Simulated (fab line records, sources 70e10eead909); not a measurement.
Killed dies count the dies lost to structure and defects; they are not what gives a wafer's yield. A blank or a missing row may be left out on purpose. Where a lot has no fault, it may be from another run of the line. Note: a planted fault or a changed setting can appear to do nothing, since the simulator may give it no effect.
Which of the tools did it? / flow nand_harc / 20 wafers from 7 lots sampled at 2 of the route's 1159 steps

## WHAT THE GAUGES SHOWED, per wafer
NHARC_A_ONON_D1_THK_MEAS_21: measures by ellipsometry.
lot=L196; measured=day 8 09:34; on=film_metro-01; thk_nm (nm)=1004 1004 1003
lot=L199; measured=day 9 01:34; on=film_metro-02; thk_nm (nm)=1001 1000 1000
lot=L204; measured=day 10 07:41; on=film_metro-01; thk_nm (nm)=904 902
lot=L209; measured=day 11 14:25; on=film_metro-02; thk_nm (nm)=987 989 987
lot=L210; measured=day 11 21:12; on=film_metro-02; thk_nm (nm)=982 982 983
lot=L215; measured=day 13 00:46; on=film_metro-02; thk_nm (nm)=1009 1007 1008
lot=L218; measured=day 13 04:52; on=film_metro-01; thk_nm (nm)=1008 1010 1009

## TOOL THAT RAN EACH LOT (tool first, then ch and the chambers of the sampled wafers, then the start)
lot=L196; NHARC_A_ONON_D1_DEP_19=pecvd_onon-02 ch 0, day 8 09:04
lot=L199; NHARC_A_ONON_D1_DEP_19=pecvd_onon-02 ch 0, day 9 01:13
lot=L204; NHARC_A_ONON_D1_DEP_19=pecvd_onon-01 ch 0, day 10 07:17
lot=L209; NHARC_A_ONON_D1_DEP_19=pecvd_onon-02 ch 0, day 11 13:57
lot=L210; NHARC_A_ONON_D1_DEP_19=pecvd_onon-03 ch 0, day 11 20:41
lot=L215; NHARC_A_ONON_D1_DEP_19=pecvd_onon-03 ch 0, day 13 00:16
lot=L218; NHARC_A_ONON_D1_DEP_19=pecvd_onon-03 ch 0, day 13 04:28
- NHARC_A_ONON_D1_DEP_19: target thk 1000 nm.

## THE ANSWER, worked out from the rows above alone
Rule: what is usual is taken from the lots themselves. The widest of any qualifying gaps counts: lots, ordered by their means at a reading, are off when they make up no more than a third of the lots, leave a main group of 4 or more, and stand apart from it by 3 or more times the standard deviation of that group's means. Not used: any main group whose means are identical at the precision the tables above print for the reading. A lot without any number at a reading at which 4 lots or more have one is off too. The other lots that the step has rows for count as sound.
Off, at NHARC_A_ONON_D1_THK_MEAS_21 on thk_nm: L204. Main group: mean 998 nm, sd 10.
A tool fits if, at a process step before that reading, it ran every lot that is off, and no sound lot after the first of them. The gauges at NHARC_A_ONON_D1_THK_MEAS_21 are tried like those tools. One fits: NHARC_A_ONON_D1_DEP_19 on pecvd_onon-01. It ran no sound lot before its first lot that is off in this sample, so the start can't be narrowed down.

## WHAT THE SIMULATOR HAD PUT IN
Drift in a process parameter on pecvd_onon-01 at NHARC_A_ONON_D1_DEP_19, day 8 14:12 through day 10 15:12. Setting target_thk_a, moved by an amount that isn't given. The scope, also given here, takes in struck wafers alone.
Struck lots among those shown: L204. The same result came from the rule above.
